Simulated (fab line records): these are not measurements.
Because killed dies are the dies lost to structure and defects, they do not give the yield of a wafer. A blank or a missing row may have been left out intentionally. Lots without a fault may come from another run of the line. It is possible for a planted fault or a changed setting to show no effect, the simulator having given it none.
Matching of chambers || flow nand harc || ald sin-01 running NHARC_P_GATE_ALD_36: 4 sister chambers
The step deposits SiNx, target thk 20 nm, pulse time 60 s, ald cycles 223. 24 wafers are shown with their chamber, then 12 later ones without.

EACH WAFER AND ITS CHAMBER
{"wafer": "L075.3", "chamber": 0, "heater power w (W)": 875, "precursor pulse height rel": 0.998}
{"wafer": "L075.4", "chamber": 1, "heater power w (W)": 691, "precursor pulse height rel": 0.986}
{"wafer": "L075.1", "chamber": 2, "heater power w (W)": 845, "precursor pulse height rel": 1.011}
{"wafer": "L075.2", "chamber": 3, "heater power w (W)": 754, "precursor pulse height rel": 1.017}
{"wafer": "L075.6", "chamber": 0, "heater power w (W)": 868, "precursor pulse height rel": 1.033}
{"wafer": "L075.5", "chamber": 1, "heater power w (W)": 702, "precursor pulse height rel": 0.978}
{"wafer": "L076.4", "chamber": 2, "heater power w (W)": 855, "precursor pulse height rel": 0.973}
{"wafer": "L076.1", "chamber": 1, "heater power w (W)": 725, "precursor pulse height rel": 1.006}
{"wafer": "L076.5", "chamber": 2, "heater power w (W)": 845, "precursor pulse height rel": 1.011}
{"wafer": "L078.4", "chamber": 0, "heater power w (W)": 878, "precursor pulse height rel": 1.034}
{"wafer": "L078.1", "chamber": 3, "heater power w (W)": 766, "precursor pulse height rel": 0.986}
{"wafer": "L078.6", "chamber": 1, "heater power w (W)": 704, "precursor pulse height rel": 1.009}
{"wafer": "L081.1", "chamber": 3, "heater power w (W)": 756, "precursor pulse height rel": 0.978}
{"wafer": "L081.3", "chamber": 0, "heater power w (W)": 871, "precursor pulse height rel": 1.004}
{"wafer": "L081.4", "chamber": 1, "heater power w (W)": 735, "precursor pulse height rel": 0.967}
{"wafer": "L084.3", "chamber": 1, "heater power w (W)": 706, "precursor pulse height rel": 0.988}
{"wafer": "L084.5", "chamber": 3, "heater power w (W)": 757, "precursor pulse height rel": 0.993}
{"wafer": "L084.6", "chamber": 1, "heater power w (W)": 709, "precursor pulse height rel": 1.021}
{"wafer": "L086.4", "chamber": 2, "heater power w (W)": 836, "precursor pulse height rel": 0.989}
{"wafer": "L086.1", "chamber": 0, "heater power w (W)": 902, "precursor pulse height rel": 1.012}
{"wafer": "L086.6", "chamber": 2, "heater power w (W)": 834, "precursor pulse height rel": 1.014}
{"wafer": "L090.2", "chamber": 1, "heater power w (W)": 694, "precursor pulse height rel": 0.975}
{"wafer": "L090.4", "chamber": 2, "heater power w (W)": 841, "precursor pulse height rel": 0.991}
{"wafer": "L090.1", "chamber": 3, "heater power w (W)": 731, "precursor pulse height rel": 0.982}

SIGNATURES (means of the wafers above)
{"reading": "heater power w", "chamber 0": 878.80, "chamber 1": 708.25, "chamber 2": 842.67, "chamber 3": 752.80, "scatter within a chamber": 12.8}
{"reading": "precursor pulse height rel", "chamber 0": 1.01620, "chamber 1": 0.99125, "chamber 2": 0.99817, "chamber 3": 0.99120, "scatter within a chamber": 0.0172}
Rule: a wafer's distance from a chamber is the root of the sum, over the readings, of the square of ((its reading less the chamber's mean) divided by the reading's scatter). If the next closest chamber is less than 2 further off than the closest, the wafer can't be placed; otherwise it belongs to the closest. The scatter is the square root of a quotient: the sum, over the shown wafers, of each reading's squared deviation from its chamber's mean, divided by wafers minus chambers.

WAFERS MISSING THEIR CHAMBER
{"wafer": "L091.2", "heater power w (W)": 838, "precursor pulse height rel": 1.022}
{"wafer": "L091.1", "heater power w (W)": 722, "precursor pulse height rel": 0.979}
{"wafer": "L091.3", "heater power w (W)": 693, "precursor pulse height rel": 1.006}
{"wafer": "L091.4", "heater power w (W)": 835, "precursor pulse height rel": 0.996}
{"wafer": "L091.6", "heater power w (W)": 725, "precursor pulse height rel": 0.998}
{"wafer": "L091.5", "heater power w (W)": 692, "precursor pulse height rel": 0.978}
{"wafer": "L093.1", "heater power w (W)": 727, "precursor pulse height rel": 0.992}
{"wafer": "L093.2", "heater power w (W)": 890, "precursor pulse height rel": 0.980}
{"wafer": "L093.3", "heater power w (W)": 697, "precursor pulse height rel": 0.975}
{"wafer": "L095.2", "heater power w (W)": 701, "precursor pulse height rel": 1.004}
{"wafer": "L095.1", "heater power w (W)": 856, "precursor pulse height rel": 1.043}
{"wafer": "L095.6", "heater power w (W)": 826, "precursor pulse height rel": 0.986}

CHAMBER TAKEN BY EACH
{"wafer": "L091.2", "from the rows above": "can't be placed: 2 or 0", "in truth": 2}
{"wafer": "L091.1", "from the rows above": "can't be placed: 1 or 3", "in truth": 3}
{"wafer": "L091.3", "from the rows above": 1, "in truth": 1}
{"wafer": "L091.4", "from the rows above": 2, "in truth": 2}
{"wafer": "L091.6", "from the rows above": "can't be placed: 1 or 3", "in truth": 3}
{"wafer": "L091.5", "from the rows above": 1, "in truth": 1}
{"wafer": "L093.1", "from the rows above": "can't be placed: 1 or 3", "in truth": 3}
{"wafer": "L093.2", "from the rows above": "can't be placed: 0 or 2", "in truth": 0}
{"wafer": "L093.3", "from the rows above": 1, "in truth": 1}
{"wafer": "L095.2", "from the rows above": 1, "in truth": 1}
{"wafer": "L095.1", "from the rows above": "can't be placed: 0 or 2", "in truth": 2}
{"wafer": "L095.6", "from the rows above": 2, "in truth": 2}
Correct placement for 6 of the 12. These rows do not allow placing 6 (true chamber among the candidates in 6). Number placed wrongly: 0.
